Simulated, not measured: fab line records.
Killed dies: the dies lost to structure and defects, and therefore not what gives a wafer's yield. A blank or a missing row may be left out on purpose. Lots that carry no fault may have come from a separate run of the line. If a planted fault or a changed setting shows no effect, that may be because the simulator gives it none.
fab line records    flow n5_finfet
record: lots: 24  wafers: 72  last_day: 19
route steps=1938 shown BEOL_M11@1571 BEOL_M12@1617 BEOL_M13@1659
lots untouched by any fault: they come from a run of this same line in which no faults occurred
start_h: hours from the record's first day to the start of the lot's first wafer shown    wait_h: hours elapsed since this lot's preceding step    " identical to the entry in the row above    L1.1+2: a row that stands for several wafers    - no value, or no start was given    * or withheld: withheld    < > ~ a bound
route shown NAME@n: names a module that has steps shown in the file, with the first one's number in the route    usual: mean/standard deviation of fault-free wafers    same: alike in all rows    chamber/n: place in a boat    sites: readings site by site    _std_site: standard deviation across them    _edge_site: the outer-site mean with the inner-site mean subtracted    radius_mm: how far each site lies from the wafer's centre    mask NAME#n: copy n    behind: the last tool/chamber to shape the wafer    hold: the reason the lot was held/the length of the hold in hours/how it ended    device: transistor that didn't switch, given as n, p or np    end of line: the route-end tests of the same wafers    for a step that has no rows: nothing shown but its recipe    killed: dies that structure and defects cost at the first sort, which is not the same as the wafer's yield    map: dies across one wafer; x = killed, . = not, _ = none there
set.NAME: the setting the step ran with; set.NAME@STEP: the setting that earlier step ran with    model.NAME: the simulator's own value behind a step, which no gauge read
steps of the route over a sample of lots; a table a step, a row a wafer
services: when a tool's chamber went out of use (start_h, in hours from the record's first day, below 0 if earlier), for how many hours, and the reason
== steps ==
step: N5_BEOL_M11_DESCUM_33
recipe: chemistry: O2  time_s: 7.9  source_power_w: 50  bias_power_w: 20  pressure_mtorr: 20  rf_frequency_hz: 2.712e+07  temp_c: 40  resist: CAR-ArF  o2_flow_sccm: 225
usual: drypump_motor_current_A: 5.5/0.48  oes_product_au: 0.77/0.069  rf_vpp_V: 243.2/1.1  showerhead_plenum_p_Torr: 2.10/0.054  throttle_valve_pct: 20.50/0.2
lot.wafer  tool         chamber  start_h  wait_h  drypump_motor_current_A  oes_product_au  rf_hours_counter_h  rf_vpp_V  showerhead_plenum_p_Torr  throttle_valve_pct
L074.1     rie_diel-06  3        227.20   0.0     6.2                      0.93            17                  242.8     2.04                      20.25
L074.2     "            1        "        "       5.5                      0.73            187                 242.9     2.17                      20.68
L074.3     "            0        "        "       4.9                      0.69            244                 243.6     2.05                      20.17
L075.1     rie_diel-06  1        230.77   0.1     5.5                      0.74            189                 243.7     2.17                      20.67
L075.2     "            0        "        "       4.9                      0.68            245                 242.5     2.05                      20.15
L075.5     "            2        "        "       5.8                      0.74            -                   243.7     2.10                      20.85
L076.1     rie_diel-06  0        236.52   0.0     4.9                      0.68            247                 242.4     2.05                      20.18
L076.2     "            2        "        "       5.8                      0.74            178                 243.5     2.10                      20.86
L076.5     "            2        "        "       5.8                      0.74            -                   242.9     2.10                      20.84
L077.1     rie_diel-04  0        236.96   0.2     5.1                      0.78            110                 243.0     2.09                      20.35
L077.2     "            2        "        "       5.0                      0.84            89                  242.0     2.03                      20.56
L077.5     "            2        "        "       5.0                      0.83            -                   242.7     2.03                      20.54
L079.2     rie_diel-06  3        249.67   0.1     6.3                      0.90            25                  243.2     2.04                      20.24
L079.3     "            2        "        "       5.8                      0.74            183                 242.4     2.10                      20.86
L079.6     "            2        "        "       5.8                      0.74            -                   242.9     2.10                      20.85
L078.1     rie_diel-06  2        250.13   0.4     5.8                      0.73            183                 243.2     2.10                      20.85
L078.3     "            1        "        "       5.5                      0.73            195                 243.5     2.17                      20.67
L078.6     "            2        "        "       5.8                      0.74            -                   243.0     2.10                      20.84
L080.1     rie_diel-04  3        259.04   0.4     5.3                      0.80            77                  242.2     2.14                      20.55
L080.2     "            1        "        "       6.1                      0.72            192                 243.8     2.18                      20.48
L080.6     "            2        "        "       5.0                      0.82            -                   241.8     2.03                      20.55
L081.2     rie_diel-06  2        264.03   0.0     5.8                      0.73            188                 242.5     2.09                      20.87
L081.5     "            2        "        "       5.8                      0.73            -                   242.9     2.10                      20.86
L081.6     "            3        "        "       6.3                      0.90            -                   242.7     2.04                      20.26
L082.1     rie_diel-02  3        265.98   0.0     5.0                      0.72            194                 243.3     2.17                      20.34
L082.2     "            1        "        "       5.7                      0.75            167                 243.1     2.08                      20.37
L082.5     "            3        "        "       5.0                      0.72            -                   244.6     2.17                      20.35
L083.1     rie_diel-06  1        278.87   0.0     5.5                      0.72            204                 242.9     2.17                      20.70
L083.4     "            0        "        "       4.9                      0.93            5                   242.2     2.05                      19.80
L083.6     "            0        "        "       4.9                      0.93            -                   241.0     2.05                      19.82
L085.2     rie_diel-04  1        281.54   0.2     6.1                      0.73            198                 244.0     2.18                      20.49
L085.4     "            0        "        "       5.1                      0.77            123                 243.8     2.09                      20.36
L085.5     "            0        "        "       5.1                      0.75            -                   243.5     2.09                      20.40
L084.4     rie_diel-02  3        282.16   0.3     4.9                      0.73            199                 244.7     2.17                      20.35
L084.5     "            1        "        "       5.7                      0.75            -                   243.1     2.08                      20.38
L084.6     "            0        "        "       5.3                      0.70            -                   241.6     2.07                      20.72
L086.1     rie_diel-04  1        305.81   0.0     6.1                      0.72            205                 244.2     2.18                      20.48
L086.2     "            3        "        "       5.3                      0.80            89                  242.3     2.14                      20.57
L086.6     "            1        "        "       6.1                      0.71            -                   244.4     2.18                      20.52
L087.4     rie_diel-04  1        309.73   0.0     6.1                      0.71            206                 244.0     2.18                      20.49
L087.5     "            3        "        "       5.3                      0.80            -                   244.4     2.14                      20.56
L087.6     "            0        "        "       5.1                      0.76            -                   242.9     2.09                      20.39
L089.1     rie_diel-04  3        314.74   0.0     5.3                      0.79            91                  244.2     2.14                      20.56
L089.5     "            1        "        "       6.1                      0.72            -                   245.0     2.18                      20.51
L089.6     "            0        "        "       5.1                      0.76            -                   243.6     2.09                      20.39
L088.1     rie_diel-02  1        323.63   0.0     5.8                      0.75            182                 243.2     2.08                      20.40
L088.3     "            3        "        "       5.0                      0.72            209                 245.4     2.17                      20.39
L088.5     "            0        "        "       5.3                      0.69            -                   242.2     2.06                      20.74
L091.2     rie_diel-02  1        329.22   0.0     5.7                      0.74            184                 243.3     2.08                      20.41
L091.3     "            0        "        "       5.3                      0.68            245                 241.2     2.06                      20.73
L091.4     "            2        "        "       6.4                      0.86            51                  243.0     2.14                      20.46
L090.1     rie_diel-04  1        341.12   0.0     6.1                      0.71            214                 244.2     2.18                      20.52
L090.2     "            3        "        "       5.3                      0.79            99                  242.6     2.13                      20.57
L090.5     "            0        "        "       5.1                      0.76            -                   243.4     2.08                      20.39
L092.1     rie_diel-02  1        359.44   0.0     5.8                      0.74            191                 243.0     2.07                      20.40
L092.2     "            3        "        "       5.0                      0.71            219                 243.8     2.16                      20.38
L092.6     "            2        "        "       6.4                      0.86            -                   243.4     2.13                      20.47
L093.3     rie_diel-04  2        378.23   0.0     5.0                      0.78            130                 242.5     2.02                      20.60
L093.5     "            3        "        "       5.3                      0.77            -                   244.0     2.13                      20.58
L093.6     "            2        "        "       5.0                      0.80            -                   242.9     2.02                      20.60
L094.1     rie_diel-02  1        387.93   0.1     5.7                      0.73            197                 241.1     2.07                      20.43
L094.4     "            3        "        "       5.0                      0.71            224                 243.3     2.16                      20.39
L094.5     "            1        "        "       5.8                      0.74            -                   242.6     2.07                      20.42
L096.2     rie_diel-04  1        388.23   0.3     6.1                      0.70            226                 243.8     2.17                      20.53
L096.5     "            0        "        "       5.1                      0.75            -                   243.7     2.08                      20.42
L096.6     "            1        "        "       6.1                      0.71            -                   243.8     2.17                      20.51
L097.1     rie_diel-04  2        410.44   0.9     5.0                      0.79            138                 241.8     2.01                      20.61
L097.3     "            2        "        "       4.9                      0.78            -                   242.4     2.01                      20.63
L097.6     "            2        "        "       5.0                      0.77            -                   241.2     2.01                      20.63
L095.2     rie_diel-02  1        420.21   0.0     5.7                      0.72            207                 242.7     2.07                      20.43
L095.3     "            2        "        "       6.4                      0.83            75                  244.0     2.13                      20.50
L095.6     "            0        "        "       5.3                      0.94            -                   242.5     2.06                      20.32
step: N5_BEOL_M11_DEGAS_44
recipe: ambient: vacuum  temp_c: 250  time_s: 60
usual: heater_power_w: 332/26
lot.wafer  tool            chamber  start_h  wait_h  heater_power_w
L074.1     pvd_sputter-01  -        230.91   2.9     309
L074.2     "               -        "        "       326
L074.3     "               -        "        "       337
L075.1     pvd_sputter-01  -        231.99   0.5     321
L075.2     "               -        "        "       314
L075.5     "               -        "        "       318
L076.1     pvd_sputter-01  -        237.54   0.3     305
L076.2     "               -        "        "       327
L076.5     "               -        "        "       329
L077.1     pvd_sputter-03  -        238.24   0.5     376
L077.2     "               -        "        "       361
L077.5     "               -        "        "       341
L079.2     pvd_sputter-01  -        250.71   0.2     307
L079.3     "               -        "        "       325
L079.6     "               -        "        "       327
L078.1     pvd_sputter-02  -        251.39   0.5     317
L078.3     "               -        "        "       316
L078.6     "               -        "        "       316
L080.1     pvd_sputter-01  -        260.45   0.6     324
L080.2     "               -        "        "       305
L080.6     "               -        "        "       328
L081.2     pvd_sputter-03  -        265.22   0.4     311
L081.5     "               -        "        "       376
L081.6     "               -        "        "       391
L082.1     pvd_sputter-01  -        268.01   1.3     316
L082.2     "               -        "        "       320
L082.5     "               -        "        "       311
L083.1     pvd_sputter-01  -        279.97   0.3     312
L083.4     "               -        "        "       313
L083.6     "               -        "        "       329
L085.2     pvd_sputter-01  -        282.55   0.2     318
L085.4     "               -        "        "       312
L085.5     "               -        "        "       340
L084.4     pvd_sputter-03  -        284.51   1.4     379
L084.5     "               -        "        "       394
L084.6     "               -        "        "       381
L086.1     pvd_sputter-01  -        306.94   0.4     330
L086.2     "               -        "        "       311
L086.6     "               -        "        "       321
L087.4     pvd_sputter-02  -        310.90   0.3     360
L087.5     "               -        "        "       358
L087.6     "               -        "        "       315
L089.1     pvd_sputter-03  -        315.76   0.3     344
L089.5     "               -        "        "       369
L089.6     "               -        "        "       305
L088.1     pvd_sputter-03  -        324.94   0.5     300
L088.3     "               -        "        "       360
L088.5     "               -        "        "       348
L091.2     pvd_sputter-01  -        330.28   0.3     326
L091.3     "               -        "        "       321
L091.4     "               -        "        "       307
L090.1     pvd_sputter-01  -        342.17   0.3     318
L090.2     "               -        "        "       322
L090.5     "               -        "        "       338
L092.1     pvd_sputter-02  -        360.75   0.6     323
L092.2     "               -        "        "       311
L092.6     "               -        "        "       319
L093.3     pvd_sputter-01  -        379.40   0.3     316
L093.5     "               -        "        "       314
L093.6     "               -        "        "       321
L094.1     pvd_sputter-01  -        388.94   0.3     312
L094.4     "               -        "        "       320
L094.5     "               -        "        "       323
L096.2     pvd_sputter-01  -        389.34   0.2     327
L096.5     "               -        "        "       324
L096.6     "               -        "        "       309
L097.1     pvd_sputter-03  -        411.72   0.3     392
L097.3     "               -        "        "       381
L097.6     "               -        "        "       400
L095.2     pvd_sputter-03  -        421.45   0.4     322
L095.3     "               -        "        "       396
L095.6     "               -        "        "       380
step: N5_BEOL_M11_PRE_CLEAN_45
recipe: gas: H2/He  time_s: 30  temp_c: 250
usual: heater_power_w: 331/26
lot.wafer  tool            chamber  start_h  wait_h  heater_power_w
L074.1     pvd_sputter-01  -        230.95   0.0     314
L074.2     "               -        "        "       330
L074.3     "               -        "        "       338
L075.1     pvd_sputter-01  -        232.03   0.0     337
L075.2     "               -        "        "       323
L075.5     "               -        "        "       306
L076.1     pvd_sputter-01  -        237.59   0.0     307
L076.2     "               -        "        "       309
L076.5     "               -        "        "       312
L077.1     pvd_sputter-03  -        238.28   0.0     386
L077.2     "               -        "        "       344
L077.5     "               -        "        "       351
L079.2     pvd_sputter-01  -        250.75   0.0     303
L079.3     "               -        "        "       317
L079.6     "               -        "        "       329
L078.1     pvd_sputter-02  -        251.43   0.0     314
L078.3     "               -        "        "       306
L078.6     "               -        "        "       310
L080.1     pvd_sputter-01  -        260.49   0.0     320
L080.2     "               -        "        "       296
L080.6     "               -        "        "       323
L081.2     pvd_sputter-03  -        265.26   0.0     311
L081.5     "               -        "        "       373
L081.6     "               -        "        "       399
L082.1     pvd_sputter-01  -        268.05   0.0     322
L082.2     "               -        "        "       319
L082.5     "               -        "        "       309
L083.1     pvd_sputter-01  -        280.01   0.0     309
L083.4     "               -        "        "       313
L083.6     "               -        "        "       330
L085.2     pvd_sputter-01  -        282.59   0.0     313
L085.4     "               -        "        "       305
L085.5     "               -        "        "       331
L084.4     pvd_sputter-03  -        284.55   0.0     379
L084.5     "               -        "        "       380
L084.6     "               -        "        "       385
L086.1     pvd_sputter-01  -        306.98   0.0     327
L086.2     "               -        "        "       308
L086.6     "               -        "        "       331
L087.4     pvd_sputter-02  -        310.94   0.0     369
L087.5     "               -        "        "       357
L087.6     "               -        "        "       312
L089.1     pvd_sputter-03  -        315.80   0.0     346
L089.5     "               -        "        "       385
L089.6     "               -        "        "       311
L088.1     pvd_sputter-03  -        324.98   0.0     314
L088.3     "               -        "        "       336
L088.5     "               -        "        "       349
L091.2     pvd_sputter-01  -        330.32   0.0     316
L091.3     "               -        "        "       315
L091.4     "               -        "        "       313
L090.1     pvd_sputter-01  -        342.22   0.0     327
L090.2     "               -        "        "       304
L090.5     "               -        "        "       327
L092.1     pvd_sputter-02  -        360.79   0.0     320
L092.2     "               -        "        "       307
L092.6     "               -        "        "       318
L093.3     pvd_sputter-01  -        379.44   0.0     320
L093.5     "               -        "        "       321
L093.6     "               -        "        "       325
L094.1     pvd_sputter-01  -        388.98   0.0     309
L094.4     "               -        "        "       325
L094.5     "               -        "        "       318
L096.2     pvd_sputter-01  -        389.38   0.0     322
L096.5     "               -        "        "       339
L096.6     "               -        "        "       304
L097.1     pvd_sputter-03  -        411.76   0.0     392
L097.3     "               -        "        "       372
L097.6     "               -        "        "       379
L095.2     pvd_sputter-03  -        421.49   0.0     315
L095.3     "               -        "        "       384
L095.6     "               -        "        "       371
step: N5_BEOL_M12_VIA_ETCH_16
recipe: chemistry: C4F8/O2/Ar  target: SiOC  pressure_mtorr: 30  source_w: 3000  bias_w: 700  Ar_flow_sccm: 400  C4F8_flow_sccm: 15  O2_flow_sccm: 8  he_inner_torr: 15  he_outer_torr: 30  target_depth_a: 7248  time_s: withheld  ion_energy_ev: 250  ends: cleared
usual: drypump_motor_current_A: 5.8/0.42  he_outer_torr: 30.00/0.056  oes_product_au: 0.75/0.092  rf_vpp_V: 666/3.6  showerhead_plenum_p_Torr: 3.44/0.13  throttle_valve_pct: 24.13/0.29
lot.wafer  tool         chamber  start_h  wait_h  drypump_motor_current_A  he_outer_torr  oes_product_au  rf_vpp_V  showerhead_plenum_p_Torr  throttle_valve_pct
L074.1     rie_diel-03  2        233.66   0.0     5.2                      30.01          0.89            664       3.38                      24.27
L074.2     "            0        "        "       6.2                      29.94          0.61            666       3.51                      24.41
L074.3     "            3        "        "       5.1                      30.06          0.63            662       3.25                      24.44
L075.1     rie_diel-03  1        235.68   0.0     6.1                      30.12          0.85            663       3.35                      23.58
L075.2     "            2        "        "       5.2                      30.01          0.88            663       3.38                      24.26
L075.5     "            3        "        "       5.1                      29.95          0.63            662       3.25                      24.43
L076.1     rie_diel-03  1        240.54   0.0     6.1                      29.93          0.86            664       3.35                      23.61
L076.2     "            0        "        "       6.2                      29.95          0.62            667       3.51                      24.39
L076.5     "            3        "        "       5.1                      29.95          0.63            660       3.25                      24.45
L077.1     rie_diel-03  2        241.10   0.0     5.2                      30.05          0.87            664       3.38                      24.25
L077.2     "            1        "        "       6.1                      30.00          0.85            663       3.35                      23.58
L077.5     "            0        "        "       6.2                      29.92          0.62            668       3.51                      24.39
L079.2     rie_diel-03  0        253.33   0.0     6.2                      30.05          0.61            668       3.50                      24.42
L079.3     "            1        "        "       6.1                      30.11          0.84            664       3.35                      23.60
L079.6     "            1        "        "       6.1                      29.98          0.85            663       3.35                      23.59
L078.1     rie_diel-05  0        253.82   0.0     6.1                      29.95          0.85            672       3.63                      23.82
L078.3     "            2        "        "       6.2                      30.03          0.64            668       3.52                      24.41
L078.6     "            0        "        "       6.1                      29.96          0.86            670       3.63                      23.83
L080.1     rie_diel-01  3        262.84   0.0     5.7                      29.94          0.79            672       3.62                      24.58
L080.2     "            2        "        "       5.6                      30.00          0.77            667       3.44                      24.00
L080.6     "            2        "        "       5.5                      29.95          0.77            667       3.44                      24.00
L081.2     rie_diel-05  2        267.70   0.0     6.1                      29.94          0.64            668       3.51                      24.43
L081.5     "            3        "        "       6.1                      29.90          0.63            659       3.22                      24.06
L081.6     "            0        "        "       6.1                      30.01          0.83            672       3.63                      23.83
L082.1     rie_diel-05  1        270.47   0.0     5.5                      30.09          0.88            664       3.34                      23.95
L082.2     "            0        "        "       6.1                      30.04          0.83            672       3.63                      23.81
L082.5     "            2        "        "       6.1                      29.94          0.64            668       3.51                      24.46
L083.1     rie_diel-03  3        282.41   0.0     5.2                      30.06          0.62            660       3.24                      24.48
L083.4     "            0        "        "       6.2                      30.00          0.60            667       3.50                      24.41
L083.6     "            0        "        "       6.3                      30.05          0.60            668       3.50                      24.46
L085.2     rie_diel-03  0        286.30   0.0     6.2                      30.00          0.60            667       3.50                      24.43
L085.4     "            3        "        "       5.2                      30.03          0.62            661       3.24                      24.46
L085.5     "            3        "        "       5.2                      29.98          0.63            661       3.24                      24.46
L084.4     rie_diel-01  2        286.92   0.0     5.5                      30.09          0.76            666       3.44                      24.00
L084.5     "            3        "        "       5.7                      30.04          0.79            670       3.62                      24.59
L084.6     "            2        "        "       5.5                      30.02          0.77            666       3.44                      24.00
L086.1     rie_diel-03  2        309.28   0.0     5.2                      29.91          0.82            664       3.37                      24.29
L086.2     "            1        "        "       6.1                      30.02          0.82            664       3.34                      23.62
L086.6     "            2        "        "       5.2                      30.00          0.81            663       3.37                      24.28
L087.4     rie_diel-05  1        314.04   0.1     5.5                      29.95          0.82            663       3.34                      23.95
L087.5     "            2        "        "       6.1                      30.00          0.63            670       3.50                      24.46
L087.6     "            0        "        "       6.1                      30.00          0.81            671       3.62                      23.84
L089.1     rie_diel-05  2        319.02   0.0     6.1                      29.96          0.63            667       3.50                      24.47
L089.5     "            1        "        "       5.5                      30.04          0.82            665       3.34                      23.97
L089.6     "            0        "        "       6.1                      30.00          0.79            671       3.62                      23.85
L088.1     rie_diel-01  1        327.25   0.0     6.1                      29.95          0.73            667       3.46                      24.06
L088.3     "            0        "        "       5.2                      29.97          0.67            670       3.54                      24.19
L088.5     "            2        "        "       5.5                      30.00          0.74            666       3.43                      24.02
L091.2     rie_diel-01  3        334.34   0.0     5.7                      30.00          0.76            672       3.61                      24.60
L091.3     "            0        "        "       5.2                      29.96          0.67            670       3.53                      24.18
L091.4     "            1        "        "       6.1                      29.93          0.73            667       3.46                      24.08
L090.1     rie_diel-05  0        345.72   0.0     6.1                      30.03          0.78            670       3.61                      23.86
L090.2     "            1        "        "       5.5                      30.03          0.80            663       3.33                      23.98
L090.5     "            2        "        "       6.1                      29.89          0.62            668       3.50                      24.48
L092.1     rie_diel-03  2        363.36   0.0     5.2                      30.05          0.77            662       3.36                      24.30
L092.2     "            0        "        "       6.2                      30.03          0.85            667       3.49                      24.07
L092.6     "            2        "        "       5.2                      30.00          0.77            663       3.36                      24.30
L093.3     rie_diel-03  1        382.77   0.0     6.1                      29.96          0.77            662       3.32                      23.64
L093.5     "            3        "        "       5.2                      30.00          0.85            671       3.62                      24.13
L093.6     "            0        "        "       6.2                      30.08          0.84            669       3.49                      24.10
L094.1     rie_diel-03  3        391.67   0.0     5.1                      29.91          0.85            672       3.62                      24.13
L094.4     "            0        "        "       6.2                      29.98          0.82            668       3.48                      24.07
L094.5     "            1        "        "       6.1                      30.02          0.77            664       3.32                      23.67
L096.2     rie_diel-05  3        393.26   0.0     6.1                      30.05          0.84            670       3.60                      23.82
L096.5     "            0        "        "       6.1                      30.03          0.76            669       3.60                      23.88
L096.6     "            3        "        "       6.1                      29.98          0.84            671       3.60                      23.83
L097.1     rie_diel-05  3        416.11   0.0     6.1                      29.90          0.84            671       3.59                      23.83
L097.3     "            2        "        "       6.1                      29.98          0.87            668       3.49                      24.11
L097.6     "            2        "        "       6.1                      29.98          0.88            669       3.49                      24.12
L095.2     rie_diel-01  2        426.21   0.0     5.6                      30.08          0.72            666       3.42                      24.06
L095.3     "            3        "        "       5.7                      30.03          0.73            669       3.59                      24.65
L095.6     "            3        "        "       5.7                      30.04          0.73            671       3.59                      24.64
step: N5_BEOL_M12_OCD_MEAS_35
usual: trench_depth_nm: 319/5.3
lot.wafer  tool    chamber  start_h  wait_h  trench_depth_nm
L074.1     ocd-02  -        235.63   0.0     322
L074.2     "       -        "        "       313
L074.3     "       -        "        "       322
L075.1     ocd-02  -        237.11   0.0     325
L075.2     "       -        "        "       326
L075.5     "       -        "        "       328
L076.1     ocd-01  -        242.05   0.0     328
L076.2     "       -        "        "       310
L076.5     "       -        "        "       309
L077.1     ocd-02  -        242.68   0.0     315
L077.2     "       -        "        "       322
L077.5     "       -        "        "       318
L079.2     ocd-02  -        254.80   0.0     320
L079.3     "       -        "        "       326
L079.6     "       -        "        "       324
L078.1     ocd-02  -        255.16   0.0     325
L078.3     "       -        "        "       309
L078.6     "       -        "        "       310
L080.1     ocd-01  -        264.31   0.0     310
L080.2     "       -        "        "       324
L080.6     "       -        "        "       323
L081.2     ocd-02  -        269.04   0.0     316
L081.5     "       -        "        "       323
L081.6     "       -        "        "       317
L082.1     ocd-01  -        271.93   0.0     316
L082.2     "       -        "        "       313
L082.5     "       -        "        "       316
L083.1     ocd-02  -        283.76   0.0     313
L083.4     "       -        "        "       317
L083.6     "       -        "        "       330
L085.2     ocd-02  -        287.77   0.0     316
L085.4     "       -        "        "       323
L085.5     "       -        "        "       324
L084.4     ocd-02  -        288.66   0.0     317
L084.5     "       -        "        "       312
L084.6     "       -        "        "       309
L086.1     ocd-02  -        310.75   0.0     321
L086.2     "       -        "        "       317
L086.6     "       -        "        "       318
L087.4     ocd-02  -        315.43   0.0     331
L087.5     "       -        "        "       314
L087.6     "       -        "        "       327
L089.1     ocd-02  -        320.57   0.0     329
L089.5     "       -        "        "       328
L089.6     "       -        "        "       324
L088.1     ocd-01  -        328.59   0.0     322
L088.3     "       -        "        "       318
L088.5     "       -        "        "       321
L091.2     ocd-01  -        335.99   0.0     318
L091.3     "       -        "        "       324
L091.4     "       -        "        "       310
L090.1     ocd-02  -        347.19   0.0     321
L090.2     "       -        "        "       320
L090.5     "       -        "        "       322
L092.1     ocd-01  -        364.91   0.0     319
L092.2     "       -        "        "       313
L092.6     "       -        "        "       323
L093.3     ocd-02  -        384.11   0.0     319
L093.5     "       -        "        "       318
L093.6     "       -        "        "       319
L094.1     ocd-01  -        393.21   0.0     324
L094.4     "       -        "        "       325
L094.5     "       -        "        "       328
L096.2     ocd-02  -        394.60   0.0     321
L096.5     "       -        "        "       324
L096.6     "       -        "        "       326
L097.1     ocd-01  -        417.45   0.0     319
L097.3     "       -        "        "       314
L097.6     "       -        "        "       317
L095.2     ocd-01  -        427.55   0.0     323
L095.3     "       -        "        "       316
L095.6     "       -        "        "       324
step: N5_BEOL_M13_ILD_DEP_00
recipe: material: SiOC  target_thk_a: 8379.2  temp_c: 350  precursor: DEMS/O2  pressure_torr: 5  rf_w: 500  time_s: 166.4
usual: heater_power_w: 494/78  showerhead_plenum_p_Torr: 5.699/0.017  throttle_valve_pct: 11.8/0.87
lot.wafer  tool      chamber  start_h  wait_h  heater_power_w  showerhead_plenum_p_Torr  throttle_valve_pct
L074.1     pecvd-02  0        238.75   0.0     549             5.679                     11.2
L074.2     "         1        "        "       615             5.714                     12.6
L074.3     "         2        "        "       469             5.687                     10.4
L075.1     pecvd-02  0        239.02   0.0     560             5.682                     11.5
L075.2     "         1        "        "       517             5.696                     12.7
L075.5     "         1        "        "       545             5.690                     12.5
L076.1     pecvd-01  1        244.60   0.0     391             5.708                     11.5
L076.2     "         0        "        "       568             5.697                     12.0
L076.5     "         1        "        "       445             5.709                     11.2
L077.1     pecvd-03  2        244.75   0.0     358             5.680                     10.3
L077.2     "         1        "        "       529             5.722                     12.5
L077.5     "         2        "        "       294             5.703                     10.4
L079.2     pecvd-02  0        257.78   0.0     544             5.678                     11.7
L079.3     "         1        "        "       562             5.704                     12.6
L079.6     "         1        "        "       602             5.712                     12.6
L078.1     pecvd-03  0        258.19   0.0     501             5.727                     13.2
L078.3     "         1        "        "       551             5.730                     12.6
L078.6     "         1        "        "       459             5.725                     12.5
L080.1     pecvd-02  2        266.89   0.0     506             5.692                     10.7
L080.2     "         1        "        "       537             5.702                     12.8
L080.6     "         0        "        "       558             5.673                     11.5
L081.2     pecvd-01  1        270.66   0.0     463             5.702                     11.4
L081.5     "         1        "        "       370             5.694                     11.4
L081.6     "         0        "        "       590             5.675                     12.3
L082.1     pecvd-02  1        273.62   0.0     586             5.688                     12.6
L082.2     "         0        "        "       471             5.676                     11.8
L082.5     "         2        "        "       501             5.684                     10.6
L083.1     pecvd-02  2        286.56   0.0     473             5.712                     10.8
L083.4     "         2        "        "       503             5.703                     10.6
L083.6     "         1        "        "       565             5.711                     12.3
L085.2     pecvd-02  2        289.99   0.0     499             5.687                     10.6
L085.4     "         2        "        "       407             5.697                     10.7
L085.5     "         0        "        "       554             5.684                     11.6
L084.4     pecvd-01  1        290.43   0.1     452             5.710                     11.3
L084.5     "         2        "        "       446             5.707                     11.2
L084.6     "         0        "        "       581             5.681                     12.5
L086.1     pecvd-03  0        315.32   0.0     543             5.725                     13.2
L086.2     "         2        "        "       305             5.680                     10.5
L086.6     "         0        "        "       551             5.735                     13.1
L087.4     pecvd-01  1        319.44   0.1     455             5.703                     11.3
L087.5     "         2        "        "       434             5.697                     11.3
L087.6     "         0        "        "       532             5.678                     12.1
L089.1     pecvd-03  0        325.51   0.0     475             5.726                     13.0
L089.5     "         2        "        "       323             5.713                     10.6
L089.6     "         1        "        "       456             5.717                     12.5
L088.1     pecvd-02  1        331.64   0.0     564             5.700                     12.6
L088.3     "         2        "        "       408             5.683                     10.6
L088.5     "         1        "        "       601             5.683                     12.6
L091.2     pecvd-03  0        337.94   0.0     509             5.706                     13.3
L091.3     "         2        "        "       372             5.676                     11.0
L091.4     "         2        "        "       293             5.699                     10.7
L090.1     pecvd-03  1        350.80   0.0     532             5.722                     12.3
L090.2     "         2        "        "       374             5.690                     10.5
L090.5     "         0        "        "       538             5.722                     13.2
L092.1     pecvd-02  2        368.23   0.0     497             5.703                     10.8
L092.2     "         1        "        "       614             5.699                     12.5
L092.6     "         0        "        "       541             5.665                     11.8
L093.3     pecvd-02  1        389.55   0.0     627             5.698                     12.6
L093.5     "         0        "        "       543             5.676                     11.4
L093.6     "         2        "        "       410             5.694                     11.1
L094.1     pecvd-01  0        397.18   0.0     609             5.677                     12.3
L094.4     "         1        "        "       480             5.693                     11.6
L094.5     "         2        "        "       515             5.707                     11.0
L096.2     pecvd-03  0        398.60   0.0     453             5.722                     13.0
L096.5     "         2        "        "       357             5.678                     10.7
L096.6     "         1        "        "       572             5.714                     12.5
L097.1     pecvd-03  2        428.30   0.0     336             5.678                     10.7
L097.3     "         1        "        "       524             5.721                     12.6
L097.6     "         2        "        "       357             5.706                     10.7
L095.2     pecvd-02  1        432.70   0.0     597             5.698                     12.5
L095.3     "         0        "        "       540             5.695                     11.8
L095.6     "         0        "        "       466             5.685                     11.7
== services ==
tool            chamber  start_h  hours  kind
pecvd-02        -        231.82   5.6    repair
rie_diel-06     3        235.37   2.3    repair
rie_diel-05     1        237.91   6.5    repair
rie_diel-03     0        258.93   7.9    repair
rie_diel-03     1        266.71   8.6    repair
rie_diel-03     1        289.50   8.2    repair
rie_diel-06     1        295.74   3.9    repair
rie_diel-06     1        303.97   8.4    repair
rie_diel-05     1        308.63   4.9    repair
rie_diel-03     2        309.62   9.7    repair
rie_diel-05     1        329.31   1.2    repair
rie_diel-04     3        342.35   3.4    repair
pvd_sputter-03  -        355.87   6.6    repair
rie_diel-04     0        359.94   1.7    repair
rie_diel-04     3        395.94   23.0   repair
rie_diel-04     -        403.75   0.9    repair
rie_diel-04     0        409.11   3.8    repair
pecvd-03        -        410.66   1.0    repair
rie_diel-03     0        412.68   1.7    repair
rie_diel-04     -        413.19   2.8    pm
rie_diel-03     -        415.85   0.5    repair
pecvd-02        0        416.82   2.1    repair
rie_diel-03     0        418.15   8.2    repair
rie_diel-04     2        426.35   1.6    repair
== key ==
fault none
